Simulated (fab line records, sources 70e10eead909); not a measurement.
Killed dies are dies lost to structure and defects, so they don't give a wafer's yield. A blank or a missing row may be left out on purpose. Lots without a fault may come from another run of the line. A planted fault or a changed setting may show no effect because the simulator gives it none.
Chamber matching | flow nand_harc | NHARC_A_STAIRCASE_DESCUM_270 on rie_diel-01: 4 sister chambers
The step chemistry O2, time 3 s. 8 wafers are shown with their chamber, then 7 later ones without.

WAFERS WITH THEIR CHAMBER
wafer  | chamber | showerhead_plenum_p_Torr (Torr) | oes_product_au (a.u.)
L077.3 | 0       | 2.06                            | 1.000
L080.3 | 1       | 1.93                            | 1.000
L080.5 | 3       | 2.04                            | 0.990
L086.2 | 2       | 1.88                            | 0.994
L086.5 | 2       | 1.88                            | 0.986
L086.6 | 0       | 2.05                            | 1.001
L089.1 | 3       | 2.03                            | 0.998
L089.4 | 1       | 1.92                            | 0.994

WAFERS WITHOUT THEIR CHAMBER
wafer  | showerhead_plenum_p_Torr (Torr) | oes_product_au (a.u.)
L089.5 | 1.92                            | 0.986
L092.1 | 1.92                            | 0.984
L092.2 | 2.04                            | 0.995
L092.5 | 2.04                            | 0.988
L097.2 | 2.03                            | 0.987
L097.3 | 1.87                            | 0.994
L097.6 | 2.03                            | 1.000

WHICH CHAMBER EACH WENT THROUGH
wafer  | from the rows above     | in truth
L089.5 | 1                       | 1
L092.1 | 1                       | 1
L092.2 | can't be placed: 3 or 0 | 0
L092.5 | 3                       | 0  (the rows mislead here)
L097.2 | 3                       | 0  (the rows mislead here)
L097.3 | 2                       | 2
L097.6 | 3                       | 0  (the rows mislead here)
Placed correctly: 3 of 7. Can't be placed from these rows: 1 (the true chamber is among the candidates in 1). Placed wrongly: 3.
How it was worked out, from the rows above alone: a wafer's distance from a chamber is the root of the sum, over the readings, of the square of ((its reading less the chamber's mean) divided by the reading's scatter). The wafer belongs to the nearest chamber; if the next one is less than 2 further off, it can't be placed. A chamber's mean is the mean of its shown wafers. The scatter: the root of (the sum of the squares of (reading less its chamber's mean) over the shown wafers, divided by (wafers less chambers)).
